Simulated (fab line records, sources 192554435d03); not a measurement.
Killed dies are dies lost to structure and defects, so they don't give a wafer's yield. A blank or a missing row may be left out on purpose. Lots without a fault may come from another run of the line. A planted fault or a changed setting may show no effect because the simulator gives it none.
fab line records | flow n5_finfet
record lots=24 wafers=72 last_day=19
route steps=1938 shown BEOL_M1@773
lots that met no fault: from a run of the same line without faults
start_h: hours from the record's first day to the start of the lot's first wafer shown | wait_h: hours since the lot's step before | " the same as in the row above | L1.1+2: a row that stands for several wafers | - no value, or no start given | * or withheld: withheld | < > ~ a bound
route shown NAME@n: a module of which the file shows steps, and the number in the route of the first | usual: mean/standard deviation of fault-free wafers | same: alike in all rows | chamber/n: place in a boat | sites: the reading at each site | _std_site: their standard deviation | _edge_site: outer sites' mean less inner sites' | radius_mm: how far each site lies from the wafer's centre | mask NAME#n: copy n | behind: the tool/chamber that last shaped the wafer | hold: why the lot was held/for how many hours/how that ended | device: the transistor (n, p or np) that didn't switch | end of line: the same wafers' tests at the end of the route | a step without rows: its recipe alone | killed: dies lost to structure and defects at the first sort, not the wafer's yield | map: a wafer's dies, x killed, . not, _ none there
set.NAME: the setting as run; set.NAME@STEP: as run at that earlier step | model.NAME: the simulator's own value behind a step, which no gauge read
steps of the route over a sample of lots; a table a step, a row a wafer
services: from which hour (start_h, from the record's first day; less than 0 if before it) a tool's chamber was out of use, for how many hours, and why
## steps
# step N5_BEOL_M1_STRIP_66
# recipe chemistry=CF4 resist=SiARC power_w=300 bias_power_w=75 pressure_mtorr=50 cf4_flow_sccm=150 rf_frequency_hz=6e+07
# usual bias_power_w=74.97/0.23 drypump_motor_current_A=5.6/0.67 oes_product_au=0.75/0.06 rf_vpp_V=271.3/1.5 showerhead_plenum_p_Torr=1.80/0.058 throttle_valve_pct=13.71/0.24
# columns lot.wafer tool chamber start_h wait_h bias_power_w drypump_motor_current_A oes_product_au rf_hours_counter_h rf_vpp_V showerhead_plenum_p_Torr throttle_valve_pct
L074.1 rie_diel-01 2 128.87 0.0 75.37 5.5 0.78 133 272.0 1.80 13.77
L074.3 " 1 " " 74.93 5.2 0.69 209 271.9 1.86 13.67
L074.5 " 3 " " 74.85 4.8 0.71 - 270.2 1.78 13.86
L075.2 rie_diel-01 0 133.02 0.0 74.82 5.0 0.77 142 272.1 1.89 13.89
L075.4 " 2 " " 74.85 5.6 0.77 134 272.9 1.80 13.77
L075.5 " 0 " " 74.64 5.0 0.77 - 271.7 1.89 13.89
L076.3 rie_diel-06 3 133.21 0.0 75.26 5.4 0.74 - 273.1 1.78 13.63
L076.4 " 0 " " 74.91 6.4 0.83 - 275.2 1.88 13.29
L076.6 " 3 " " 75.02 5.4 0.74 - 270.6 1.78 13.64
L077.2 rie_diel-06 3 145.37 0.0 74.90 5.5 0.74 168 271.7 1.78 13.64
L077.4 " 0 " " 75.19 6.4 0.83 - 272.6 1.88 13.29
L077.5 " 3 " " 74.85 5.4 0.73 - 272.5 1.78 13.65
L078.1 rie_diel-01 2 151.05 0.0 74.88 5.6 0.76 140 272.6 1.80 13.79
L078.3 " 3 " " 75.25 4.7 0.70 215 270.6 1.77 13.89
L078.5 " 1 " " 74.92 5.2 0.68 - 273.0 1.85 13.69
L079.1 rie_diel-01 2 153.51 0.0 74.54 5.5 0.77 141 271.3 1.80 13.78
L079.2 " 3 " " 75.21 4.7 0.71 216 270.8 1.77 13.87
L079.6 " 3 " " 75.20 4.7 0.71 - 269.7 1.77 13.90
L080.2 rie_diel-05 0 156.55 0.0 75.49 6.7 0.69 195 269.1 1.71 13.95
L080.3 " 2 " " 75.11 5.3 0.70 203 271.2 1.85 13.70
L080.4 " 1 " " 74.59 6.7 0.73 151 269.3 1.72 13.67
L082.2 rie_diel-05 0 163.78 0.0 75.14 6.7 0.70 198 267.9 1.71 13.97
L082.3 " 2 " " 74.98 5.3 0.70 204 272.8 1.85 13.70
L082.4 " 1 " " 75.26 6.7 0.73 153 268.0 1.72 13.69
L081.2 rie_diel-01 2 173.48 0.0 75.10 5.6 0.76 147 271.9 1.80 13.81
L081.3 " 1 " " 74.81 5.2 0.68 224 272.2 1.85 13.70
L081.5 " 0 " " 74.82 5.0 0.76 - 272.0 1.88 13.91
L083.1 rie_diel-05 3 173.61 0.0 75.36 4.9 0.91 16 273.9 1.90 13.48
L083.2 " 0 " " 74.73 6.7 0.70 202 268.5 1.71 13.97
L083.4 " 1 " " 74.87 6.7 0.73 - 269.9 1.72 13.68
L084.1 rie_diel-05 3 182.09 0.0 74.75 4.9 0.90 20 274.1 1.90 13.47
L084.2 " 2 " " 74.78 5.3 0.70 206 271.7 1.85 13.71
L084.4 " 1 " " 75.26 6.7 0.73 162 270.9 1.71 13.68
L085.2 rie_diel-06 0 248.31 0.0 75.23 6.3 0.79 90 273.0 1.87 13.35
L085.4 " 3 " " 75.41 5.4 0.72 192 270.1 1.77 13.71
L085.6 " 3 " " 74.79 5.5 0.71 - 270.4 1.77 13.70
L088.2 rie_diel-06 2 248.58 0.0 74.87 6.5 0.85 23 270.0 1.76 13.21
L088.3 " 0 " " 74.38 6.4 0.79 90 272.7 1.87 13.34
L088.5 " 0 " " 74.83 6.4 0.79 - 273.0 1.87 13.35
L095.2 rie_diel-05 2 248.91 0.0 74.87 5.3 0.69 229 272.7 1.84 13.75
L095.5 " 2 " " 75.04 5.3 0.69 - 270.9 1.84 13.75
L095.6 " 1 " " 74.89 6.7 0.72 - 269.7 1.71 13.75
L094.3 rie_diel-06 3 249.47 0.0 75.19 5.5 0.72 192 270.0 1.77 13.70
L094.4 " 2 " " 75.12 6.5 0.87 24 269.8 1.76 13.21
L094.5 " 2 " " 74.88 6.5 0.86 - 270.0 1.76 13.19
L089.3 rie_diel-06 3 251.75 0.0 75.13 5.4 0.71 193 270.2 1.77 13.71
L089.5 " 1 " " 74.90 5.4 0.71 - 270.2 1.78 13.79
L089.6 " 2 " " 74.57 6.5 0.86 - 269.9 1.76 13.20
L090.1 rie_diel-06 2 253.99 0.0 74.80 6.5 0.86 26 270.6 1.76 13.19
L090.3 " 0 " " 75.38 6.4 0.79 93 274.1 1.87 13.37
L090.6 " 2 " " 74.82 6.5 0.86 - 272.2 1.76 13.21
L091.1 rie_diel-01 0 254.03 0.0 74.60 5.0 0.74 184 273.5 1.88 13.98
L091.2 " 3 " " 75.01 4.7 0.69 252 271.2 1.76 13.98
L091.3 " 2 " " 75.37 5.5 0.74 176 272.8 1.79 13.86
L092.2 rie_diel-01 0 254.44 0.0 75.17 5.0 0.73 184 271.5 1.88 13.99
L092.4 " 0 " " 75.12 5.0 0.74 - 272.2 1.88 13.98
L092.6 " 3 " " 75.05 4.7 0.68 - 269.6 1.76 13.96
L087.1 rie_diel-06 1 254.69 0.0 74.99 5.4 0.71 209 270.1 1.78 13.80
L087.2 " 3 " " 75.25 5.5 0.71 194 272.0 1.77 13.71
L087.3 " 0 " " 74.84 6.4 0.79 93 272.8 1.87 13.37
L093.2 rie_diel-01 0 254.95 0.0 74.59 5.0 0.73 185 272.1 1.88 14.00
L093.3 " 3 " " 74.83 4.7 0.68 252 271.2 1.76 13.96
L093.6 " 0 " " 74.48 5.0 0.74 - 270.9 1.88 13.99
L086.3 rie_diel-01 0 255.72 0.0 74.84 5.0 0.74 185 272.1 1.88 14.00
L086.4 " 0 " " 75.02 5.0 0.74 - 273.0 1.88 13.99
L086.5 " 3 " " 74.89 4.8 0.68 - 270.5 1.76 13.96
L096.1 rie_diel-01 3 255.94 0.0 75.16 4.7 0.69 253 270.3 1.76 13.97
L096.4 " 2 " " 74.55 5.6 0.73 - 271.5 1.79 13.87
L096.5 " 0 " " 74.93 5.0 0.74 - 272.1 1.88 13.99
L097.1 rie_diel-06 1 268.71 0.0 75.07 5.4 0.70 213 271.5 1.78 13.81
L097.3 " 2 " " 75.21 6.5 0.85 31 270.7 1.76 13.22
L097.6 " 3 " " 74.85 5.5 0.72 - 269.8 1.77 13.70
# step N5_BEOL_M1_HM_OPEN_17
# recipe chemistry=Cl2/BCl3 target_depth_a=200 overetch_a=60 target=TiN mask_material=SOC ion_energy_ev=150 pressure_mtorr=10 icp_w=1000 bias_w=126 Cl2_flow_sccm=53.25 bcl3_flow_sccm=21.75 Ar_flow_sccm=25
# usual bcl3_flow_sccm=21.74/0.069 drypump_motor_current_A=5.8/0.31 oes_ar_750_au=0.83/0.11 oes_product_au=0.71/0.086 throttle_valve_pct=22.06/0.23
# columns lot.wafer tool chamber start_h wait_h bcl3_flow_sccm drypump_motor_current_A oes_ar_750_au oes_product_au rf_hours_counter_h throttle_valve_pct
L074.1 rie_metal-02 0 128.91 0.0 21.69 5.9 0.81 0.69 26 21.66
L074.3 " 0 " " 21.81 5.9 0.81 0.69 - 21.67
L074.5 " 1 " " 21.65 5.6 0.90 0.79 - 22.03
L075.2 rie_metal-01 1 133.06 0.0 21.75 5.1 0.80 0.68 30 22.10
L075.4 " 1 " " 21.70 5.2 0.80 0.67 - 22.09
L075.5 " 1 " " 21.69 5.1 0.80 0.68 - 22.10
L076.3 rie_metal-02 1 133.28 0.1 21.66 5.7 0.90 0.78 - 22.02
L076.4 " 0 " " 21.83 5.9 0.81 0.69 - 21.65
L076.6 " 0 " " 21.70 6.0 0.81 0.68 - 21.67
L077.2 rie_metal-03 0 145.41 0.0 21.78 6.0 0.87 0.77 12 22.12
L077.4 " 0 " " 21.76 6.0 0.87 0.78 - 22.13
L077.5 " 0 " " 21.78 6.0 0.87 0.77 - 22.11
L078.1 rie_metal-02 0 151.09 0.0 21.70 5.9 0.80 0.68 29 21.67
L078.3 " 0 " " 21.70 5.9 0.81 0.68 - 21.66
L078.5 " 0 " " 21.81 5.9 0.81 0.68 - 21.69
L079.1 rie_metal-02 1 153.55 0.0 21.75 5.6 0.89 0.77 6 22.04
L079.2 " 0 " " 21.65 6.0 0.80 0.68 29 21.67
L079.6 " 0 " " 21.58 5.9 0.81 0.69 - 21.66
L080.2 rie_metal-03 1 156.59 0.0 21.79 6.1 0.62 0.51 125 22.32
L080.3 " 1 " " 21.85 6.1 0.61 0.51 - 22.31
L080.4 " 0 " " 21.73 6.0 0.87 0.75 - 22.14
L082.2 rie_metal-02 1 163.82 0.0 21.69 5.6 0.88 0.76 7 22.04
L082.3 " 0 " " 21.79 5.9 0.80 0.67 - 21.66
L082.4 " 1 " " 21.63 5.6 0.88 0.76 - 22.03
L081.2 rie_metal-01 1 173.52 0.0 21.67 5.1 0.79 0.68 32 22.10
L081.3 " 0 " " 21.80 5.8 0.59 0.52 - 22.58
L081.5 " 0 " " 21.83 5.8 0.59 0.52 - 22.55
L083.1 rie_metal-01 0 173.65 0.0 21.74 5.8 0.59 0.52 124 22.57
L083.2 " 1 " " 21.73 5.1 0.80 0.69 32 22.09
L083.4 " 0 " " 21.72 5.8 0.59 0.53 - 22.55
L084.1 rie_metal-02 1 182.13 0.0 21.77 5.7 0.86 0.74 9 22.06
L084.2 " 0 " " 21.69 5.9 0.80 0.67 32 21.69
L084.4 " 1 " " 21.67 5.6 0.87 0.74 - 22.04
L085.2 rie_metal-03 0 248.35 0.0 21.73 5.9 0.82 0.70 26 22.18
L085.4 " 0 " " 21.73 6.0 0.82 0.72 - 22.16
L085.6 " 1 " " 21.73 6.1 1.01 0.83 - 21.99
L088.2 rie_metal-03 0 248.62 0.0 21.79 6.0 0.82 0.72 26 22.15
L088.3 " 1 " " 21.75 6.2 1.00 0.83 - 22.00
L088.5 " 0 " " 21.80 5.9 0.81 0.72 - 22.15
L095.2 rie_metal-03 1 248.95 0.0 21.67 6.2 1.01 0.83 1 22.01
L095.5 " 1 " " 21.73 6.1 0.99 0.82 - 21.98
L095.6 " 0 " " 21.76 6.0 0.82 0.70 - 22.16
L094.3 rie_metal-02 0 249.57 0.1 21.77 5.9 0.78 0.66 - 21.71
L094.4 " 0 " " 21.85 5.9 0.77 0.64 - 21.72
L094.5 " 0 " " 21.90 5.9 0.78 0.65 - 21.69
L089.3 rie_metal-03 0 251.82 0.1 21.79 6.0 0.81 0.71 - 22.19
L089.5 " 0 " " 21.80 6.0 0.82 0.70 - 22.16
L089.6 " 1 " " 21.64 6.2 0.99 0.82 - 22.00
L090.1 rie_metal-01 1 254.03 0.0 21.84 5.2 0.78 0.65 40 22.12
L090.3 " 1 " " 21.79 5.1 0.76 0.65 - 22.12
L090.6 " 0 " " 21.78 5.8 0.91 0.79 - 22.26
L091.1 rie_metal-01 0 254.12 0.1 21.78 5.8 0.91 0.81 1 22.24
L091.2 " 1 " " 21.74 5.1 0.77 0.66 40 22.14
L091.3 " 0 " " 21.79 5.8 0.91 0.81 - 22.26
L092.2 rie_metal-03 0 254.48 0.0 21.61 6.0 0.81 0.71 27 22.17
L092.4 " 0 " " 21.75 6.0 0.81 0.71 - 22.17
L092.6 " 1 " " 21.74 6.2 0.98 0.81 - 21.99
L087.1 rie_metal-01 0 254.74 0.0 21.70 5.9 0.91 0.80 1 22.26
L087.2 " 1 " " 21.72 5.2 0.77 0.66 40 22.13
L087.3 " 1 " " 21.76 5.2 0.77 0.66 - 22.11
L093.2 rie_metal-03 1 254.99 0.0 21.73 6.2 1.00 0.82 2 22.00
L093.3 " 0 " " 21.61 5.9 0.81 0.71 - 22.16
L093.6 " 0 " " 21.65 6.0 0.82 0.71 - 22.17
L086.3 rie_metal-03 0 255.79 0.1 21.82 6.0 0.81 0.70 - 22.16
L086.4 " 1 " " 21.67 6.1 0.98 0.82 - 22.01
L086.5 " 1 " " 21.71 6.2 0.99 0.80 - 22.02
L096.1 rie_metal-02 0 255.98 0.0 21.79 5.9 0.77 0.67 39 21.69
L096.4 " 1 " " 21.81 5.6 0.84 0.72 - 22.05
L096.5 " 1 " " 21.76 5.6 0.84 0.73 - 22.06
L097.1 rie_metal-01 0 268.75 0.0 21.76 5.8 0.90 0.79 3 22.27
L097.3 " 1 " " 21.56 5.1 0.76 0.66 - 22.12
L097.6 " 1 " " 21.61 5.2 0.77 0.65 - 22.14
# step N5_BEOL_M1_PRE_CLEAN_45
# recipe gas=H2/He time_s=30 temp_c=250
# usual heater_power_w=331/18
# columns lot.wafer tool chamber start_h wait_h heater_power_w
L074.1 pvd_sputter-02 - 132.28 0.0 329
L074.3 " - " " 346
L074.5 " - " " 306
L075.2 pvd_sputter-02 - 135.38 0.0 354
L075.4 " - " " 322
L075.5 " - " " 324
L076.3 pvd_sputter-02 - 144.76 0.0 313
L076.4 " - " " 325
L076.6 " - " " 323
L077.2 pvd_sputter-01 - 147.97 0.0 345
L077.4 " - " " 313
L077.5 " - " " 343
L078.1 pvd_sputter-03 - 153.02 0.0 356
L078.3 " - " " 320
L078.5 " - " " 352
L079.1 pvd_sputter-02 - 156.43 0.0 329
L079.2 " - " " 339
L079.6 " - " " 334
L080.2 pvd_sputter-02 - 162.65 0.0 325
L080.3 " - " " 311
L080.4 " - " " 325
L082.2 pvd_sputter-01 - 167.26 0.0 351
L082.3 " - " " 325
L082.4 " - " " 323
L081.2 pvd_sputter-02 - 176.04 0.0 308
L081.3 " - " " 309
L081.5 " - " " 332
L083.1 pvd_sputter-02 - 176.12 0.0 310
L083.2 " - " " 313
L083.4 " - " " 333
L084.1 pvd_sputter-02 - 185.83 0.0 314
L084.2 " - " " 312
L084.4 " - " " 350
L085.2 pvd_sputter-01 - 250.49 0.0 343
L085.4 " - " " 323
L085.6 " - " " 324
L088.2 pvd_sputter-02 - 250.67 0.0 343
L088.3 " - " " 316
L088.5 " - " " 310
L095.2 pvd_sputter-02 - 251.12 0.0 349
L095.5 " - " " 333
L095.6 " - " " 348
L094.3 pvd_sputter-01 - 253.46 0.0 344
L094.4 " - " " 333
L094.5 " - " " 316
L089.3 pvd_sputter-03 - 253.87 0.0 357
L089.5 " - " " 366
L089.6 " - " " 355
L090.1 pvd_sputter-03 - 255.64 0.0 321
L090.3 " - " " 357
L090.6 " - " " 357
L091.1 pvd_sputter-01 - 256.55 0.0 345
L091.2 " - " " 309
L091.3 " - " " 329
L092.2 pvd_sputter-02 - 256.70 0.0 320
L092.4 " - " " 329
L092.6 " - " " 308
L087.1 pvd_sputter-01 - 256.99 0.0 295
L087.2 " - " " 342
L087.3 " - " " 350
L093.2 pvd_sputter-01 - 260.05 0.0 331
L093.3 " - " " 320
L093.6 " - " " 296
L086.3 pvd_sputter-03 - 263.15 0.0 357
L086.4 " - " " 363
L086.5 " - " " 348
L096.1 pvd_sputter-03 - 263.23 0.0 348
L096.4 " - " " 318
L096.5 " - " " 365
L097.1 pvd_sputter-02 - 280.85 0.0 345
L097.3 " - " " 312
L097.6 " - " " 351
# step N5_BEOL_M1_SPUTTER_81
# recipe material=Cu target_thk_a=45 temp_c=-20 chamber_pressure_pa=0.07 power_w=withheld time_s=8.29
# usual throttle_valve_pct=29.9/0.97
# columns lot.wafer tool chamber start_h wait_h throttle_valve_pct
L074.1 pvd_sputter-01 - 133.30 0.1 30.2
L074.3 " - " " 30.5
L074.5 " - " " 30.3
L075.2 pvd_sputter-02 - 136.41 0.1 29.1
L075.4 " - " " 30.7
L075.5 " - " " 30.4
L076.3 pvd_sputter-01 - 145.85 0.1 29.9
L076.4 " - " " 31.3
L076.6 " - " " 30.4
L077.2 pvd_sputter-02 - 148.97 0.1 29.4
L077.4 " - " " 30.7
L077.5 " - " " 30.5
L078.1 pvd_sputter-02 - 154.09 0.1 29.0
L078.3 " - " " 30.2
L078.5 " - " " 29.1
L079.1 pvd_sputter-02 - 157.47 0.1 29.3
L079.2 " - " " 28.4
L079.6 " - " " 30.3
L080.2 pvd_sputter-01 - 163.86 0.1 30.4
L080.3 " - " " 31.4
L080.4 " - " " 29.9
L082.2 pvd_sputter-03 - 168.25 0.1 30.9
L082.3 " - " " 31.4
L082.4 " - " " 28.3
L081.2 pvd_sputter-01 - 177.04 0.1 30.1
L081.3 " - " " 31.3
L081.5 " - " " 30.0
L083.1 pvd_sputter-03 - 177.16 0.1 31.4
L083.2 " - " " 28.2
L083.4 " - " " 28.8
L084.1 pvd_sputter-01 - 186.80 0.1 30.1
L084.2 " - " " 30.1
L084.4 " - " " 31.2
L085.2 pvd_sputter-01 - 251.48 0.1 30.2
L085.4 " - " " 31.4
L085.6 " - " " 30.1
L088.2 pvd_sputter-03 - 251.71 0.1 28.5
L088.3 " - " " 28.8
L088.5 " - " " 31.5
L095.2 pvd_sputter-02 - 253.24 0.1 29.1
L095.5 " - " " 30.4
L095.6 " - " " 28.9
L094.3 pvd_sputter-01 - 254.62 0.1 30.4
L094.4 " - " " 29.9
L094.5 " - " " 30.4
L089.3 pvd_sputter-02 - 255.18 0.1 30.3
L089.5 " - " " 28.9
L089.6 " - " " 28.8
L090.1 pvd_sputter-03 - 256.71 0.1 31.5
L090.3 " - " " 28.9
L090.6 " - " " 30.9
L091.1 pvd_sputter-01 - 257.55 0.1 30.0
L091.2 " - " " 31.2
L091.3 " - " " 29.9
L092.2 pvd_sputter-02 - 258.01 0.1 28.6
L092.4 " - " " 30.6
L092.6 " - " " 29.4
L087.1 pvd_sputter-03 - 258.55 0.1 28.1
L087.2 " - " " 31.4
L087.3 " - " " 28.9
L093.2 pvd_sputter-03 - 261.29 0.1 31.3
L093.3 " - " " 30.8
L093.6 " - " " 28.8
L086.3 pvd_sputter-01 - 264.25 0.1 30.3
L086.4 " - " " 29.9
L086.5 " - " " 30.6
L096.1 pvd_sputter-03 - 264.43 0.1 28.6
L096.4 " - " " 30.6
L096.5 " - " " 31.1
L097.1 pvd_sputter-01 - 282.45 0.1 29.9
L097.3 " - " " 30.4
L097.6 " - " " 30.2
# step N5_BEOL_M1_SPUTTER_88
# recipe material=Cu target_thk_a=45 temp_c=-20 chamber_pressure_pa=0.07 power_w=withheld time_s=8.29
# usual throttle_valve_pct=29.9/0.96
# columns lot.wafer tool chamber start_h wait_h throttle_valve_pct
L074.1 pvd_sputter-01 - 133.74 0.1 30.2
L074.3 " - " " 30.3
L074.5 " - " " 30.3
L075.2 pvd_sputter-02 - 136.89 0.1 29.1
L075.4 " - " " 30.5
L075.5 " - " " 30.5
L076.3 pvd_sputter-01 - 146.30 0.1 29.9
L076.4 " - " " 31.4
L076.6 " - " " 30.3
L077.2 pvd_sputter-02 - 149.41 0.1 29.0
L077.4 " - " " 30.6
L077.5 " - " " 30.6
L078.1 pvd_sputter-02 - 154.53 0.1 29.0
L078.3 " - " " 30.2
L078.5 " - " " 29.0
L079.1 pvd_sputter-02 - 157.91 0.1 29.2
L079.2 " - " " 28.4
L079.6 " - " " 30.6
L080.2 pvd_sputter-01 - 164.30 0.1 30.2
L080.3 " - " " 31.2
L080.4 " - " " 30.1
L082.2 pvd_sputter-03 - 168.69 0.1 30.7
L082.3 " - " " 31.4
L082.4 " - " " 28.4
L081.2 pvd_sputter-01 - 177.48 0.1 30.5
L081.3 " - " " 31.5
L081.5 " - " " 30.1
L083.1 pvd_sputter-03 - 177.60 0.1 31.1
L083.2 " - " " 28.2
L083.4 " - " " 28.8
L084.1 pvd_sputter-01 - 187.24 0.1 30.1
L084.2 " - " " 30.2
L084.4 " - " " 31.2
L085.2 pvd_sputter-01 - 251.92 0.1 29.9
L085.4 " - " " 31.3
L085.6 " - " " 30.1
L088.2 pvd_sputter-03 - 252.15 0.1 28.3
L088.3 " - " " 28.9
L088.5 " - " " 31.2
L095.2 pvd_sputter-02 - 253.68 0.1 29.1
L095.5 " - " " 30.6
L095.6 " - " " 29.2
L094.3 pvd_sputter-01 - 255.06 0.1 30.2
L094.4 " - " " 30.1
L094.5 " - " " 30.3
L089.3 pvd_sputter-02 - 255.62 0.1 31.0
L089.5 " - " " 29.1
L089.6 " - " " 29.0
L090.1 pvd_sputter-03 - 257.15 0.1 31.2
L090.3 " - " " 29.0
L090.6 " - " " 30.9
L091.1 pvd_sputter-01 - 257.99 0.1 30.0
L091.2 " - " " 31.3
L091.3 " - " " 30.0
L092.2 pvd_sputter-02 - 258.45 0.1 28.1
L092.4 " - " " 30.7
L092.6 " - " " 29.0
L087.1 pvd_sputter-03 - 258.99 0.1 28.0
L087.2 " - " " 31.2
L087.3 " - " " 29.0
L093.2 pvd_sputter-03 - 261.73 0.1 31.2
L093.3 " - " " 30.7
L093.6 " - " " 28.8
L086.3 pvd_sputter-01 - 264.69 0.1 30.0
L086.4 " - " " 30.1
L086.5 " - " " 30.4
L096.1 pvd_sputter-03 - 264.87 0.1 28.9
L096.4 " - " " 30.7
L096.5 " - " " 31.3
L097.1 pvd_sputter-01 - 282.89 0.1 30.2
L097.3 " - " " 30.2
L097.6 " - " " 30.1
# step N5_BEOL_M1_SPUTTER_94
# recipe material=Cu target_thk_a=45 temp_c=-20 chamber_pressure_pa=0.07 power_w=withheld time_s=8.29
# usual throttle_valve_pct=29.9/1
# columns lot.wafer tool chamber start_h wait_h throttle_valve_pct
L074.1 pvd_sputter-01 - 134.40 0.1 30.1
L074.3 " - " " 30.3
L074.5 " - " " 30.5
L075.2 pvd_sputter-02 - 137.60 0.1 29.5
L075.4 " - " " 30.5
L075.5 " - " " 30.5
L076.3 pvd_sputter-01 - 147.01 0.1 30.1
L076.4 " - " " 31.3
L076.6 " - " " 30.5
L077.2 pvd_sputter-02 - 150.07 0.1 28.9
L077.4 " - " " 30.5
L077.5 " - " " 30.8
L078.1 pvd_sputter-02 - 155.19 0.1 29.0
L078.3 " - " " 30.5
L078.5 " - " " 28.7
L079.1 pvd_sputter-02 - 158.57 0.1 29.1
L079.2 " - " " 28.3
L079.6 " - " " 30.6
L080.2 pvd_sputter-01 - 164.96 0.1 30.4
L080.3 " - " " 31.4
L080.4 " - " " 30.2
L082.2 pvd_sputter-03 - 169.35 0.1 30.6
L082.3 " - " " 31.7
L082.4 " - " " 28.5
L081.2 pvd_sputter-01 - 178.14 0.1 30.1
L081.3 " - " " 31.3
L081.5 " - " " 30.0
L083.1 pvd_sputter-03 - 178.26 0.1 31.1
L083.2 " - " " 28.0
L083.4 " - " " 28.7
L084.1 pvd_sputter-01 - 187.90 0.1 30.2
L084.2 " - " " 30.2
L084.4 " - " " 31.4
L085.2 pvd_sputter-01 - 252.58 0.1 29.9
L085.4 " - " " 31.3
L085.6 " - " " 30.4
L088.2 pvd_sputter-03 - 252.81 0.1 28.0
L088.3 " - " " 28.6
L088.5 " - " " 31.2
L095.2 pvd_sputter-02 - 254.34 0.1 29.3
L095.5 " - " " 30.7
L095.6 " - " " 29.3
L094.3 pvd_sputter-01 - 255.72 0.1 30.2
L094.4 " - " " 29.7
L094.5 " - " " 30.3
L089.3 pvd_sputter-02 - 256.28 0.1 30.7
L089.5 " - " " 29.2
L089.6 " - " " 28.9
L090.1 pvd_sputter-03 - 257.81 0.1 31.0
L090.3 " - " " 29.0
L090.6 " - " " 31.1
L091.1 pvd_sputter-01 - 258.65 0.1 30.0
L091.2 " - " " 31.6
L091.3 " - " " 30.0
L092.2 pvd_sputter-02 - 259.11 0.1 28.4
L092.4 " - " " 30.5
L092.6 " - " " 29.2
L087.1 pvd_sputter-03 - 259.65 0.1 28.1
L087.2 " - " " 31.1
L087.3 " - " " 28.8
L093.2 pvd_sputter-03 - 262.39 0.1 31.2
L093.3 " - " " 30.9
L093.6 " - " " 28.8
L086.3 pvd_sputter-01 - 265.35 0.1 30.3
L086.4 " - " " 30.2
L086.5 " - " " 30.6
L096.1 pvd_sputter-03 - 265.53 0.1 29.1
L096.4 " - " " 30.5
L096.5 " - " " 31.1
L097.1 pvd_sputter-01 - 283.55 0.1 30.2
L097.3 " - " " 30.2
L097.6 " - " " 30.0
## services
# columns tool chamber start_h hours kind
rie_metal-01 - 127.81 0.4 repair
rie_diel-06 2 128.02 - clean
rie_diel-06 2 128.02 - consumable_replace:focus_ring
rie_metal-01 1 141.82 15.0 repair
rie_metal-02 - 144.10 1.1 repair
rie_metal-02 - 165.01 0.2 repair
rie_diel-05 2 167.42 14.2 repair
rie_diel-06 - 168.33 28.1 pm
rie_metal-03 1 192.54 5.3 repair
rie_metal-03 - 204.44 0.5 repair
rie_metal-02 - 205.98 2.8 pm
rie_metal-02 1 239.77 14.1 repair
rie_diel-01 1 249.23 - clean
rie_diel-01 1 249.23 - consumable_replace:focus_ring
rie_diel-01 1 249.23 20.2 scheduled_down
rie_diel-01 1 249.23 20.2 vent_cycle
rie_metal-02 0 252.88 2.0 repair
rie_diel-05 - 253.99 4.3 pm
rie_diel-01 3 269.48 - clean
rie_diel-01 3 269.48 - consumable_replace:focus_ring
rie_diel-01 3 269.48 15.8 scheduled_down
rie_diel-01 3 269.48 15.8 vent_cycle
pvd_sputter-01 - 273.00 6.9 repair
rie_metal-02 1 279.91 1.1 repair
## key
fault none
